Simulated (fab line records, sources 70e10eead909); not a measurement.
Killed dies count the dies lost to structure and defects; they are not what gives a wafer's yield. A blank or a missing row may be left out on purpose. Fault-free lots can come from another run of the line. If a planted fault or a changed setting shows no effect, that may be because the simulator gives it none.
fab line records ; flow nand_harc
record lots=13; wafers=38; last_day=25
route steps=1159 shown P_ZERO_WELL@9 P_STI@100 END@1159
lots untouched by any fault: they come from a run of this same line in which no faults occurred
start_h: hours from the record's first day to the start of the lot's first wafer shown ; wait_h: how many hours have passed since the lot's step before this one ; " the same as in the row above ; L1.1+2: a row that stands for several wafers ; - either no value or no given start ; * or withheld: withheld ; < > ~ a bound
route shown NAME@n: names a module that has steps shown in the file, with the first one's number in the route ; usual: mean/standard deviation taken from wafers without a fault ; same: alike in all rows ; chamber/n: place in a boat ; sites: readings site by site ; _std_site: their standard deviation ; _edge_site: outer sites' mean less inner sites' ; radius_mm: for every site, how far away it sits from the centre of the wafer ; mask NAME#n: copy n ; behind: the tool/chamber that last shaped the wafer ; hold: the reason the lot was held/the length of the hold in hours/how it ended ; device: the transistor (n, p or np) that didn't switch ; end of line: tests run on the same wafers once the route is complete ; step lacking rows: just its recipe ; killed: dies lost to structure and defects at the first sort, not the wafer's yield ; map: a wafer's dies, marking killed ones x, the rest . and places with no die _
set.NAME: the run value of the setting; set.NAME@STEP: its run value at that earlier step ; model.NAME: the simulator's own value behind a step, which no gauge read
steps of the route over a sample of lots; a table a step, a row a wafer
services: from which hour (start_h, from the record's first day; less than 0 if before it) a tool's chamber was out of use, for how many hours, and why
## steps
# step NHARC_P_ZERO_WELL_SOFTBAKE_06
# recipe temp_c=125; time_s=70
# usual heater_power_total_W=200.8/1.3
lot.wafer;tool;chamber;start_h;wait_h;heater_power_total_W
L748.1;litho_track-02;0;12;-;201.4
L748.2;litho_track-02;0;12;-;201.9
L748.6;litho_track-02;0;12;-;200.1
L750.1;litho_track-05;0;24;-;199.3
L750.3;litho_track-05;0;24;-;199.7
L750.6;litho_track-05;0;24;-;200.6
L751.2;litho_track-07;0;30;-;201.1
L751.4;litho_track-07;0;30;-;201.2
L751.6;litho_track-07;0;30;-;202.1
L752.1;litho_track-05;0;36;-;202.5
L752.2;litho_track-05;0;36;-;199.9
L752.4;litho_track-05;0;36;-;201.6
L753.1;litho_track-02;0;42;-;199.3
L753.3;litho_track-02;0;42;-;201.9
L753.6;litho_track-02;0;42;-;199.2
L754.1;litho_track-02;0;48;-;199.2
L754.5;litho_track-02;0;48;-;200.1
L754.6;litho_track-02;0;48;-;200.2
L756.1;litho_track-07;0;60;-;199.1
L756.3;litho_track-07;0;60;-;201.3
L756.4;litho_track-07;0;60;-;202.6
L758.1;litho_track-07;0;72;-;199.4
L758.2;litho_track-07;0;72;-;202.7
L758.6;litho_track-07;0;72;-;198.9
L759.1;litho_track-02;0;78;-;202.6
L759.5;litho_track-02;0;78;-;202.7
L759.6;litho_track-02;0;78;-;200.8
L761.2;litho_track-05;0;90;-;199.7
L761.3;litho_track-05;0;90;-;199.9
L761.4;litho_track-05;0;90;-;199.6
L765.1;litho_track-02;0;114;-;222.3
L765.5;litho_track-02;0;114;-;200.0
L770.1;litho_track-05;0;144;-;199.9
L770.5;litho_track-05;0;144;-;200.0
L770.6;litho_track-05;0;144;-;199.7
L771.2;litho_track-05;0;150;-;201.8
L771.4;litho_track-05;0;150;-;199.6
L771.5;litho_track-05;0;150;-;202.0
# step NHARC_P_ZERO_WELL_DESCUM_26
# recipe time_s=3; o2_flow_sccm=200; ar_flow_sccm=0; bias_power_w=0; chemistry=O2
# usual drypump_motor_current_A=5.84/0.28; oes_product_au=1.001/0.013; rf_vpp_V=57.9/0.95; showerhead_plenum_p_Torr=1.92/0.085; throttle_valve_pct=11.311/0.0087
lot.wafer;tool;chamber;start_h;wait_h;drypump_motor_current_A;oes_product_au;rf_hours_counter_h;rf_vpp_V;showerhead_plenum_p_Torr;throttle_valve_pct
L748.1;rie_diel-07;3;14.78;-;6.29;1.019;10;55.1;1.79;11.317
L748.2;rie_diel-07;1;14.78;-;5.92;1.022;10;56.8;1.84;11.296
L748.6;rie_diel-07;2;14.78;-;6.10;1.002;-;58.2;1.93;11.317
L750.1;rie_diel-07;1;26.77;-;5.94;1.022;10;58.1;1.84;11.298
L750.3;rie_diel-07;2;26.77;-;6.07;0.999;10;59.0;1.93;11.310
L750.6;rie_diel-07;1;26.77;-;5.93;1.010;-;57.0;1.84;11.292
L751.2;rie_diel-01;1;32.66;-;5.40;1.007;4;58.1;1.96;11.311
L751.4;rie_diel-01;2;32.66;-;6.07;0.965;4;59.1;2.03;11.298
L751.6;rie_diel-01;1;32.66;-;5.43;1.005;-;56.6;1.96;11.321
L752.4;rie_diel-07;1;38.74;-;5.95;1.019;11;56.6;1.84;11.323
L752.2;rie_diel-07;3;38.74;-;6.27;1.014;12;57.3;1.79;11.300
L752.1;rie_diel-07;0;38.74;-;5.61;0.995;11;57.1;1.91;11.307
L753.3;rie_diel-09;0;44.56;-;5.80;1.015;9;58.7;2.06;11.298
L753.1;rie_diel-09;3;44.56;-;5.30;1.001;9;57.3;2.06;11.299
L753.6;rie_diel-09;0;44.56;-;5.79;1.020;-;58.9;2.06;11.315
L754.1;rie_diel-07;2;50.63;-;6.06;1.018;13;56.0;1.93;11.309
L754.6;rie_diel-07;0;50.63;-;5.62;1.002;-;57.1;1.91;11.300
L754.5;rie_diel-07;1;50.63;-;5.99;1.007;-;58.9;1.84;11.310
L756.1;rie_diel-09;0;62.74;-;5.81;1.023;11;59.4;2.06;11.299
L756.3;rie_diel-09;2;62.74;-;5.71;1.004;10;56.7;1.86;11.314
L756.4;rie_diel-09;3;62.74;-;5.31;1.002;10;59.2;2.06;11.299
L758.2;rie_diel-09;1;74.68;-;5.61;1.019;11;56.9;1.84;11.311
L758.1;rie_diel-09;0;74.68;-;5.80;1.014;12;60.1;2.06;11.322
L758.6;rie_diel-09;1;74.68;-;5.61;1.015;-;56.5;1.84;11.303
L759.1;rie_diel-01;0;80.74;-;6.08;0.996;8;58.2;2.01;11.312
L759.6;rie_diel-01;1;80.74;-;5.42;1.003;-;57.6;1.96;11.316
L759.5;rie_diel-01;2;80.74;-;6.07;0.975;-;59.0;2.03;11.306
L761.2;rie_diel-07;2;92.64;-;6.04;0.999;3;57.7;1.93;11.318
L761.4;rie_diel-07;3;92.64;-;6.27;1.007;3;57.4;1.79;11.304
L761.3;rie_diel-07;0;92.64;-;5.63;1.002;2;59.3;1.91;11.311
L765.1;rie_diel-07;0;116.74;-;5.65;0.994;4;57.5;1.91;11.314
L765.5;rie_diel-07;2;116.74;-;6.11;0.996;-;58.5;1.93;11.293
L770.1;rie_diel-09;0;146.51;-;5.80;1.038;5;58.6;2.06;11.311
L770.5;rie_diel-09;2;146.51;-;5.72;0.986;-;57.2;1.86;11.314
L770.6;rie_diel-09;3;146.51;-;5.31;1.007;-;58.5;2.06;11.317
L771.2;rie_diel-01;1;152.61;-;5.39;0.989;0;57.6;1.96;11.308
L771.5;rie_diel-01;1;152.61;-;5.38;0.993;-;59.5;1.96;11.297
L771.4;rie_diel-01;3;152.61;-;5.85;0.988;-;56.4;1.91;11.311
# step NHARC_P_ZERO_WELL_RTA_42
# recipe temp_c=1100; time_s=300
# usual anneal_temp_c_max=1105.8/1.1; lamp_power_pct=37.5/0.46; lamp_zone_6_pct=37.5/0.46; wafer_temp_C_max=1103.5/0.91
lot.wafer;tool;chamber;start_h;wait_h;anneal_temp_c_max;lamp_power_pct;lamp_zone_6_pct;wafer_temp_C_max
L748.1;rtp_anneal-02;0;19.13;-;1106.8;37.1;37.1;1103.6
L748.2;rtp_anneal-02;0;19.13;-;1106.6;37.2;37.1;1102.1
L748.6;rtp_anneal-02;0;19.13;-;1108.4;37.2;37.2;1102.4
L750.1;rtp_anneal-01;0;31.10;-;1104.9;37.9;38.0;1103.3
L750.3;rtp_anneal-01;0;31.10;-;1104.5;38.0;38.0;1103.4
L750.6;rtp_anneal-01;0;31.10;-;1105.6;38.0;38.0;1104.1
L751.2;rtp_anneal-02;0;36.82;-;1105.0;37.2;37.1;1103.1
L751.4;rtp_anneal-02;0;36.82;-;1105.7;37.2;37.1;1103.0
L751.6;rtp_anneal-02;0;36.82;-;1104.8;37.1;37.1;1102.8
L752.1;rtp_anneal-01;0;42.88;-;1104.5;38.1;38.0;1104.0
L752.2;rtp_anneal-01;0;42.88;-;1105.7;38.0;38.0;1104.5
L752.4;rtp_anneal-01;0;42.88;-;1104.2;38.1;38.0;1106.3
L753.1;rtp_anneal-02;0;48.87;-;1105.0;37.0;37.0;1102.1
L753.3;rtp_anneal-02;0;48.87;-;1105.0;37.1;37.0;1102.9
L753.6;rtp_anneal-02;0;48.87;-;1105.2;37.1;37.1;1103.8
L754.1;rtp_anneal-02;0;54.78;-;1105.3;37.2;37.1;1102.5
L754.5;rtp_anneal-02;0;54.78;-;1105.6;37.1;37.1;1104.0
L754.6;rtp_anneal-02;0;54.78;-;1107.4;37.2;37.1;1103.4
L756.1;rtp_anneal-01;0;66.90;-;1106.2;38.2;38.1;1104.7
L756.3;rtp_anneal-01;0;66.90;-;1107.5;38.1;38.0;1104.1
L756.4;rtp_anneal-01;0;66.90;-;1106.3;38.1;38.0;1103.8
L758.1;rtp_anneal-01;0;78.82;-;1104.3;38.0;38.1;1103.9
L758.2;rtp_anneal-01;0;78.82;-;1104.2;38.1;38.0;1104.1
L758.6;rtp_anneal-01;0;78.82;-;1104.5;38.1;38.0;1104.1
L759.1;rtp_anneal-02;0;84.82;-;1107.0;37.1;37.0;1102.9
L759.5;rtp_anneal-02;0;84.82;-;1105.1;37.1;37.1;1103.5
L759.6;rtp_anneal-02;0;84.82;-;1106.6;37.2;37.1;1102.8
L761.2;rtp_anneal-02;0;96.99;-;1107.4;37.1;37.0;1102.9
L761.3;rtp_anneal-02;0;96.99;-;1105.3;37.1;37.0;1102.6
L761.4;rtp_anneal-02;0;96.99;-;1105.1;37.1;37.1;1102.3
L765.1;rtp_anneal-01;0;120.94;-;1105.2;38.0;38.0;1103.9
L765.5;rtp_anneal-01;0;120.94;-;1105.0;38.0;38.0;1104.6
L770.1;rtp_anneal-02;0;150.64;-;1105.8;37.1;37.1;1103.1
L770.5;rtp_anneal-02;0;150.64;-;1106.6;37.1;37.1;1102.4
L770.6;rtp_anneal-02;0;150.64;-;1106.6;37.1;37.1;1102.6
L771.2;rtp_anneal-02;0;156.78;-;1106.1;37.1;37.1;1102.7
L771.4;rtp_anneal-02;0;156.78;-;1106.6;37.1;37.0;1102.9
L771.5;rtp_anneal-02;0;156.78;-;1106.4;37.2;37.1;1104.3
# step NHARC_P_STI_CMP_21
# recipe t_overpolish_s=20; target_thk_nm=380.67
# usual motor_current_A=12.1/0.78; overpolish_run_s=20.001/0.0097; slurry_flow_ml_min=150.1/0.42
# same t_overpolish_s=20
lot.wafer;tool;chamber;start_h;wait_h;motor_current_A;overpolish_run_s;slurry_flow_ml_min
L748.1;cmp-01;2;56.13;0.4;11.9;19.990;149.6
L748.2;cmp-01;0;56.13;0.4;11.8;20.005;150.6
L748.6;cmp-01;1;56.13;0.4;12.8;19.991;149.5
L751.2;cmp-04;3;72.68;0.4;13.6;20.013;149.8
L751.4;cmp-04;1;72.68;0.4;11.5;20.011;149.8
L751.6;cmp-04;3;72.68;0.4;12.8;19.983;149.8
L750.3;cmp-03;0;72.80;0.5;10.3;20.009;149.7
L750.1;cmp-03;2;72.80;0.5;11.8;19.990;150.8
L750.6;cmp-03;1;72.80;0.5;10.4;20.020;149.9
L752.2;cmp-04;1;81.35;0.4;12.2;20.012;150.0
L752.1;cmp-04;2;81.35;0.4;11.8;19.990;150.8
L752.4;cmp-04;0;81.35;0.4;12.4;19.997;150.3
L753.3;cmp-04;3;87.30;0.4;12.8;20.000;150.4
L753.1;cmp-04;2;87.30;0.4;10.7;19.998;150.0
L753.6;cmp-04;0;87.30;0.4;13.4;20.000;150.6
L754.1;cmp-03;0;95.06;0.4;11.3;20.008;150.0
L754.5;cmp-03;0;95.06;0.4;11.4;19.989;150.3
L754.6;cmp-03;1;95.06;0.4;11.9;20.010;150.6
L756.4;cmp-03;2;102.90;0.4;11.9;19.998;150.3
L756.1;cmp-03;3;102.90;0.4;12.6;20.012;150.6
L756.3;cmp-03;0;102.90;0.4;11.3;19.991;149.8
L758.1;cmp-04;0;111.30;0.4;12.6;20.005;149.3
L758.2;cmp-04;2;111.30;0.4;11.2;20.015;150.3
L758.6;cmp-04;0;111.30;0.4;12.4;20.003;149.3
L759.1;cmp-03;0;120.12;0.4;11.3;19.993;150.3
L759.5;cmp-03;2;120.12;0.4;11.2;20.002;149.9
L759.6;cmp-03;3;120.12;0.4;11.9;20.002;150.0
L761.3;cmp-01;0;133.40;0.4;12.0;20.013;150.0
L761.2;cmp-01;1;133.40;0.4;12.6;20.000;150.3
L761.4;cmp-01;2;133.40;0.4;11.8;20.009;150.4
L765.1;cmp-01;3;160.20;0.4;11.4;20.003;150.4
L765.5;cmp-01;1;160.20;0.4;12.6;20.000;151.2
L770.1;cmp-03;1;188.06;0.4;11.8;20.021;149.7
L770.6;cmp-03;1;188.06;0.4;12.1;20.002;149.9
L770.5;cmp-03;2;188.06;0.4;11.8;19.995;150.4
L771.4;cmp-04;2;192.67;0.4;11.1;19.994;150.0
L771.2;cmp-04;0;192.67;0.4;12.9;19.997;150.3
L771.5;cmp-04;2;192.67;0.4;11.7;19.981;151.0
# step NHARC_END_SORT_01
# recipe temp_c=25
# usual killed_at_array=24/8.7; killed_at_other=0.8/1.2; killed_at_periphery=3.6/2.3; killed_dies=28/8.9; killed_open=3.2/1.9; killed_short=2.0/1.6
# same gross_dies=677
lot.wafer;tool;chamber;start_h;wait_h;killed_at_array;killed_at_other;killed_at_periphery;killed_dies;killed_open;killed_short
L756.1;prober-02;0;496.76;2.5;30;0;8;38;2;2
L756.3;prober-02;0;498.38;3.1;22;1;5;28;2;2
L756.4;prober-02;0;499.19;3.4;24;2;9;35;7;3
L754.1;prober-01;0;504.42;2.4;24;3;3;30;4;2
L754.5;prober-01;0;507.66;3.7;26;1;0;27;2;3
L754.6;prober-01;0;508.47;4.1;25;0;1;26;2;2
L759.1;prober-01;0;526.03;2.5;19;0;6;25;3;1
L759.5;prober-01;0;529.20;3.7;19;1;4;24;7;1
L759.6;prober-01;0;529.99;4.0;17;0;3;20;0;0
L761.2;prober-01;0;546.96;2.8;14;1;8;23;3;2
L761.3;prober-01;0;547.76;3.1;23;0;8;31;6;3
L761.4;prober-01;0;548.56;3.4;13;1;7;21;1;5
# killed by level:class
L756.1 A_SLIT:chamber_film_flake=15 A_STAIRCASE:chamber_film_flake=4 A_WL_FILL:chamber_film_flake=3 A_CONTACT:chamber_film_flake=3 A_CONTACT:geometric_particle:short=2 P_ZERO_WELL:chamber_film_flake=2 P_STI:chamber_film_flake=2 P_M2:chamber_film_flake=2
L756.3 A_SLIT:chamber_film_flake=7 A_WL_FILL:chamber_film_flake=4 P_M2:chamber_film_flake=3 A_CHANNEL_HOLE_D1:chamber_film_flake=3 P_ZERO_WELL:chamber_film_flake=2 A_STAIRCASE:chamber_film_flake=2 A_CONTACT:chamber_film_flake=2 A_ONON_D1:geometric_particle:open=1
L756.4 A_SLIT:chamber_film_flake=13 P_ZERO_WELL:chamber_film_flake=3 P_M0:geometric_particle:open=2 P_M2:chamber_film_flake=2 A_CONTACT:chamber_film_flake=2 P_CONTACT:geometric_particle:open=1 A_ONON_D1:geometric_particle:short=1 A_CHANNEL_HOLE_D1:geometric_particle:open=1
L754.1 A_CHANNEL_HOLE_D1:chamber_film_flake=14 A_CONTACT:chamber_film_flake=4 THIN_TSV:chamber_film_flake=3 A_ONON_D1:geometric_particle:open=2 A_STAIRCASE:chamber_film_flake=2 P_CONTACT:geometric_particle:open=1 P_M2:geometric_particle:open=1 A_ONON_D1:geometric_particle:short=1
L754.5 A_CHANNEL_HOLE_D1:chamber_film_flake=14 A_STAIRCASE:chamber_film_flake=4 A_CHANNEL_FILL_D1:geometric_particle:short=2 A_CONTACT:geometric_particle:open=2 A_ONON_D1:geometric_particle:short=1 A_ZERO_WELL:chamber_film_flake=1 A_WL_FILL:chamber_film_flake=1 A_CONTACT:chamber_film_flake=1
L754.6 A_CHANNEL_HOLE_D1:chamber_film_flake=17 A_STAIRCASE:chamber_film_flake=2 A_SGD_CUT:geometric_particle:short=1 A_WL_FILL:geometric_particle:open=1 A_WL_FILL:geometric_particle:short=1 A_CONTACT:geometric_particle:open=1 P_GATE:chamber_film_flake=1 A_WL_FILL:chamber_film_flake=1
L759.1 A_CHANNEL_HOLE_D1:chamber_film_flake=12 A_CONTACT:chamber_film_flake=3 P_BONDPAD:chamber_film_flake=2 A_STAIRCASE:chamber_film_flake=2 P_CONTACT:geometric_particle:open=1 P_M0:geometric_particle:short=1 A_CONTACT:geometric_particle:open=1 A_M0:geometric_particle:open=1
L759.5 A_CHANNEL_HOLE_D1:chamber_film_flake=9 A_STAIRCASE:chamber_film_flake=6 P_M0:geometric_particle:open=3 A_CONTACT:geometric_particle:open=2 A_M0:geometric_particle:open=1 A_M1:geometric_particle:short=1 STARTING-WAFER:geometric_particle:open=1 P_GATE:chamber_film_flake=1
L759.6 A_CHANNEL_HOLE_D1:chamber_film_flake=11 A_STAIRCASE:chamber_film_flake=4 P_STI:chamber_film_flake=3 A_CONTACT:chamber_film_flake=2
L761.2 A_STAIRCASE:chamber_film_flake=5 A_CONTACT:chamber_film_flake=4 P_ZERO_WELL:chamber_film_flake=3 A_CONTACT:geometric_particle:open=2 P_STI:chamber_film_flake=2 A_CHANNEL_HOLE_D1:chamber_film_flake=2 P_M1:geometric_particle:short=1 A_ONON_D1:geometric_particle:open=1
L761.3 A_CONTACT:chamber_film_flake=6 A_CHANNEL_HOLE_D1:chamber_film_flake=5 A_STAIRCASE:chamber_film_flake=4 A_CONTACT:geometric_particle:open=3 P_ZERO_WELL:chamber_film_flake=3 P_M1:chamber_film_flake=3 P_STI:geometric_particle:open=1 A_ONON_D1:geometric_particle:short=1
L761.4 P_M1:chamber_film_flake=5 A_STAIRCASE:chamber_film_flake=4 A_CHANNEL_HOLE_D1:geometric_particle:short=2 A_CHANNEL_HOLE_D1:chamber_film_flake=2 A_CONTACT:chamber_film_flake=2 P_M2:geometric_particle:short=1 A_SGD_CUT:geometric_particle:open=1 A_WL_FILL:geometric_particle:short=1
## services
tool;chamber;start_h;hours;kind
rie_diel-07;-;-10.36;0.4;repair
cmp-03;-;-7.56;0.5;repair
cmp-03;-;-2.70;3.7;repair
cmp-04;-;-1.02;2.1;repair
cmp-04;-;1.59;2.3;repair
cmp-04;-;7.07;4.0;pm
cmp-03;-;15.27;0.4;repair
rie_diel-07;2;15.70;7.7;repair
rie_diel-07;3;43.39;5.4;repair
cmp-04;-;50.32;0.8;repair
rie_diel-07;-;51.20;9.0;pm
cmp-03;-;58.00;4.0;pm
litho_track-05;-;62.00;7.0;pm
rie_diel-07;0;76.63;3.3;repair
rie_diel-07;3;100.00;7.4;repair
cmp-04;-;105.07;4.0;pm
rie_diel-07;1;109.51;13.7;repair
rie_diel-07;0;112.30;3.6;repair
cmp-03;-;113.98;2.4;repair
rie_diel-07;2;123.05;2.3;repair
cmp-03;-;156.00;4.0;pm
rie_diel-07;0;179.41;14.2;repair
cmp-04;-;184.15;0.4;repair
cmp-04;-;185.30;0.8;repair
## key
first_sign step=NHARC_P_ZERO_WELL_SOFTBAKE_06; reading=heater_power_total_W; direction=up; sigmas=17; usual=*; struck=*
effect none on later readings
met_at NHARC_P_ZERO_WELL_SOFTBAKE_06
struck_lots L765
struck_wafers L765.1
tester_left_out L765
not_acting_at NHARC_P_ZERO_WELL_DESCUM_26,NHARC_P_ZERO_WELL_RTA_42,NHARC_P_STI_CMP_21
onset_between 78 114
fault kind=process_parameter_drift; tool=litho_track-02; chamber=-; onset_h=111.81; steps=NHARC_P_ZERO_WELL_SOFTBAKE_06; channel=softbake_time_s; offset=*; shape=step; end_h=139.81; scope=struck_wafers_only; acts_in=*; stated=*
# tester_left_out: of these lots the tester's yield and bins aren't shown, on N5 and GAA mostly nor the transistor test; their killed dies are dies lost to structure and defects alone, not to doping, threshold or leakage, so they don't give the yield
